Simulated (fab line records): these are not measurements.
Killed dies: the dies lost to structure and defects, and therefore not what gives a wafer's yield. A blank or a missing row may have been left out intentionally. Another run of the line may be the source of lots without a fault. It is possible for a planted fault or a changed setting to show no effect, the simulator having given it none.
Comparing a struck lot with a sound one / flow n5-finfet / 36 out of 1938 route steps
Sound: the wafers L405.1, L405.3, L405.5. Struck: wafer L413.4. (L413.1, L413.5 of the same lot were not struck and are left out.) The cause comes at the end.
For every step that has rows: the tool of each side, followed by ch and its chambers, followed by its first start. Under that, the readings that differ: sound wafers / struck wafers / difference of the means / sigmas: that difference in standard deviations of wafers without a fault.
alike: a reading whose means differ by less than 2 such deviations, as well as words and numbers matching on both sides. not compared: withheld readings; readings where some wafer has no value; bounds like >300 that might hide an equal value; numbers whose values overlap and for which the record gives no deviation.
The two part at a step that has a row with sigmas, a row that says differs or no value, or rows on one side only. When numbers do not overlap yet have no deviation, they are printed without sigmas and do not part them. A reading that every wafer of one side lacks parts them only if that side has two wafers or more.

first, 10 steps without rows for these wafers: N5_MOL_CONTACT_COAG_DESCUM_45 (chemistry O2, time 7 s); N5_MOL_CONTACT_COAG_ETCH_65 (etches underlayer in N2/H2, target depth 13 nm, time 10.4 s); N5_MOL_CONTACT_COAG_ETCH_66 (etches SiARC in CF4, target depth 13 nm, time 21.7 s); N5_MOL_CONTACT_COAG_ALD_133 (deposits SiO2, target thk 5 nm, pulse time 1 s, co reactant pulse time 1 s); N5_MOL_CONTACT_COAG_ETCHBACK_134 (etches SiO2 in CHF3, target depth 10 nm, time 6.7 s); N5_MOL_CONTACT_COAG_ETCH_67 (etches SOC in N2/H2, target depth 60 nm, overetch 21 nm, time 101.2 s); N5_MOL_CONTACT_COAG_STRIP_68 (strips in N2/H2); N5_MOL_CONTACT_COAG_STRIP_69 (strips in N2/H2); N5_MOL_CONTACT_COAG_ETCHBACK_136 (etches SiO2 in CHF3, target depth 25 nm, time 16.7 s); N5_MOL_CONTACT_COAG_STRIP_120 (strips in CHF3).
N5_MOL_CONTACT_COAG_VIA_ETCH_117: etches SiO2 in C4F6/O2, target depth 40 nm, overetch 8 nm, time 26 s.
  sound on rie-diel-01 ch 0,1,3, day 5 21:08; struck on rie-diel-01 ch 2, day 7 16:39
  alike: drypump-motor-current-A, oes-product-au, rf-vpp-V, showerhead-plenum-p-Torr, throttle-valve-pct
  not compared: rf-hours-counter-h
then, 24 steps without rows for these wafers: N5_MOL_CONTACT_COAG_ETCH_124 (etches SiNx in CH3F/O2, stops on SiOC, target depth 6.5 nm); N5_MOL_CONTACT_COAG_ETCH_48 (etches SiOC in C4F6/O2, target depth 15 nm, overetch 4.5 nm, time 17 s); N5_MOL_CONTACT_COAG_STRIP_72 (strips in N2/H2); N5_MOL_CONTACT_COAG_STRIP_49 (strips in N2/H2, time 30 s); N5_MOL_CONTACT_COAG_PRECLEAN_138 (cleans in alkaline clean, time 60 s); N5_MOL_CONTACT_COAG_SRD_139 (time 30 s); N5_MOL_CONTACT_COAG_PRE_CLEAN_121; N5_MOL_CONTACT_COAG_CVD_140 (deposits W, target thk 66.5 nm, time 215 s); N5_MOL_CONTACT_COAG_PRECLEAN_127 (cleans in DIW, time 57.5 s); N5_MOL_CONTACT_COAG_SRD_128 (dry time 32 s); N5_MOL_CONTACT_COAG_CMP_52 (polishes, stops on SiO2, t overpolish 1.5 s, target thk 66.5 nm); N5_MOL_CONTACT_COAG_ANNEAL_112 (time 1800 s); N5_BEOL_M0_SAQP_PECVD_00 (deposits SiCN from 3MS/NH3, target thk 8 nm, time 14 s); N5_BEOL_M0_SAQP_ILD_DEP_01 (deposits SiOC from DEMS/O2, target thk 45.419 nm, time 8.7 s); N5_BEOL_M0_SAQP_HM_DEP_02 (deposits TiN, target thk 12 nm); N5_BEOL_M0_SAQP_PECVD_03 (deposits SiCN from 3MS/NH3, target thk 12 nm, time 21.1 s); N5_BEOL_M0_SAQP_PECVD_96 (deposits a-Si from SiH4/He, target thk 45 nm, time 45.2 s); N5_BEOL_M0_SAQP_PECVD_97 (deposits SiNx from SiH4/NH3/N2, target thk 23 nm, time 19.9 s); N5_BEOL_M0_SAQP_PECVD_04 (deposits a-Si from SiH4/He, target thk 60 nm, time 60.2 s); N5_BEOL_M0_SAQP_HM_DEP_111 (deposits SiO2 from SiH4/N2O, target thk 12 nm, time 7.2 s); N5_BEOL_M0_SAQP_COAT_81 (time 60 s, resist thk 100 nm); N5_BEOL_M0_SAQP_COAT_82 (time 60 s, resist thk 30 nm); N5_BEOL_M0_SAQP_COAT_08 (resist thk 90 nm); N5_BEOL_M0_SAQP_EBR_10.
-- the record jumps here: 7 days lie between the struck wafers' starts before and after (it left off in module BEOL_M0_SAQP and takes up again in module PASSIVATION, whose first step shown is number 1936 of the route) --
N5_PASSIVATION_PROBE_49:
  struck on prober-02, day 14 22:09; sound on prober-01, day 12 15:32
reading=defect-limited-yield (%); sound=89.7 86.9 90.5; struck=84.1; difference=-4.9; sigmas=-3
reading=killed_at_M0_to_M3; sound=49 71 54; struck=30; difference=-28; sigmas=-3
reading=killed-at-contacts; sound=16 24 14; struck=115; difference=+97; sigmas=+17
reading=killed-dies; sound=122 154 112; struck=188; difference=+59; sigmas=+3
reading=killed-short; sound=41 48 38; struck=23; difference=-19; sigmas=-2
reading=sort_bin_5_function (%); sound=7.0 7.9 5.9; struck=11.0; difference=+4.1; sigmas=+4
reading=sort-n-pass; sound=1058 1026 1068; struck=992; difference=-59; sigmas=-3
reading=sort-yield-pct (%); sound=89.7 86.9 90.5; struck=84.1; difference=-4.9; sigmas=-3
  alike: killed_at_M4_up, killed-at-front-end, killed-at-other, killed-on-rim, killed-open, sort_bin_6_memory

== WHERE THEY PART ==
Within this record, at N5_PASSIVATION_PROBE_49 only.

WHY: the cause the simulator had injected
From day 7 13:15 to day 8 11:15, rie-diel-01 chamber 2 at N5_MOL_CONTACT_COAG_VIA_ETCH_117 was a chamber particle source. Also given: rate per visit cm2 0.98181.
